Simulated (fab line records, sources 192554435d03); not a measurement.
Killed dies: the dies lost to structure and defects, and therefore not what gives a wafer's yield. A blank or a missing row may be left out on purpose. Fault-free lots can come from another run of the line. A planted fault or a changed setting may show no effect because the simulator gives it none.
A single fault, viewed from 3 desks :: flow n5 finfet :: each desk has only its own numbers; what lay behind them comes last

== THE DEFECT DESK ==
Lot by lot, what the route's inspections counted, given as the mean of those sampled wafers with a number. Any lot whose mean is over 4 standard deviations away from the usual mean is out of limits and marked OUT; that distance is given in the brackets.
Columns: A = raw defect count at N5_BEOL_M4_INSPECT_59, usual 73; B = raw defect count at N5_BEOL_M5_INSPECT_13, usual 412
lot: L257
first seen here: day 7 14:04
A: 72
B: 428

lot: L259
first seen here: day 9 02:44
A: 86
B: 378

lot: L266
first seen here: day 10 16:13
A: 45
B: 368

lot: L273
first seen here: day 12 05:09
A: 76
B: 512

lot: L277
first seen here: day 12 22:08
A: 82
B: 411

lot: L276
first seen here: day 12 22:26
A: 110
B: 468
This desk's verdict: no lot among the 6 shows anything out of limits.

== FOR THE TOOL OWNER'S DESK: litho track-03 ==
The tool's own readings at N5_BEOL_M5_COAT_05 (resist thk 30 nm): means of the sampled wafers that have a number, for each lot that ran on this tool. Any lot whose mean is over 4 standard deviations away from the usual mean is out of limits and marked OUT; that distance is given in the brackets.
Columns: A = chill plate temp C at N5_BEOL_M5_COAT_05, usual 23.01 C; B = spin speed rpm at N5_BEOL_M5_COAT_05, usual 1499.9 rpm
lot: L259
first seen here: day 9 04:38
A: 23.10
B: 1499.7

lot: L277
first seen here: day 13 01:11
A: 22.95
B: 1705.3 (+99 or more) OUT

lot: L276
first seen here: day 13 01:23
A: 23.10
B: 1703.7 (+99 or more) OUT
This desk's verdict: out of limits on L276, L277, starting with L277 at day 13 01:11 (spin speed rpm at N5_BEOL_M5_COAT_05). L259: within limits.

== FROM THE METROLOGY DESK ==
What the gauges read, lot by lot, whatever tool the lot ran on: means of the sampled wafers that have a number. Any lot whose mean is over 4 standard deviations away from the usual mean is out of limits and marked OUT; that distance is given in the brackets. Shown here are 7 of its 14 readings, the ones lying furthest out on some lot.
Columns: A = M4_RS at N5_BEOL_M4_RS_MEAS_58, usual 0.673 ohm/sq; B = DIBL_N at N5_BEOL_M4_RC_MEAS_101, usual 36.3 mV/V; C = DIBL_P at N5_BEOL_M4_RC_MEAS_101, usual 36.7 mV/V; D = IOFF_P at N5_BEOL_M4_RC_MEAS_101, usual 0.214 nA/um; E = ION_P at N5_BEOL_M4_RC_MEAS_101, usual 461 uA/um; F = VT_P at N5_BEOL_M4_RC_MEAS_101, usual -250.0 mV; G = M5_OVL at N5_BEOL_M5_OVL_MEAS_12, usual -0.1 nm
lot: L257
first seen here: day 7 14:02
A: 0.676
B: 35.3
C: 35.3
D: 0.190
E: 459
F: -250.8
G: -0.2

lot: L259
first seen here: day 9 02:42
A: 0.676
B: 35.4
C: 36.9
D: 0.196
E: 457
F: -252.4
G: -0.8

lot: L266
first seen here: day 10 16:11
A: 0.661
B: 37.0
C: 38.0
D: 0.245
E: 464
F: -247.6
G: -0.4

lot: L273
first seen here: day 12 05:07
A: 0.709
B: 35.9
C: 35.9
D: 0.217
E: 468
F: -248.4
G: 0.5

lot: L277
first seen here: day 12 22:07
A: 0.674
B: 36.9
C: 36.1
D: 0.211
E: 459
F: -250.9
G: 0.2

lot: L276
first seen here: day 12 22:25
A: 0.678
B: 35.3
C: 35.6
D: 0.210
E: 460
F: -250.1
G: 0.3
This desk's verdict: no lot among the 6 shows anything out of limits.

== PUT TOGETHER ==
An alarm could have come from the tool owner's desk at day 13 01:11, on L276, L277.
Nothing the defect desk looked at was out of limits.
Metrology desk: nothing out of limits seen.
The defect desk has L276, L277 on record, within its limits.
The metrology desk has L276, L277 on record, within its limits.
Every lot named ran N5_BEOL_M5_COAT_05 on litho track-03.

== WHAT HAD BEEN PUT IN BY THE SIMULATOR ==
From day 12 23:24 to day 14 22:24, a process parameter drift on litho track-03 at N5_BEOL_M5_COAT_05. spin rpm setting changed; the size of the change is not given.
Lots struck among those shown: L276, L277.
How many hours passed from the start of the fault until each desk's first out-of-limits reading: the tool owner's desk, 2.
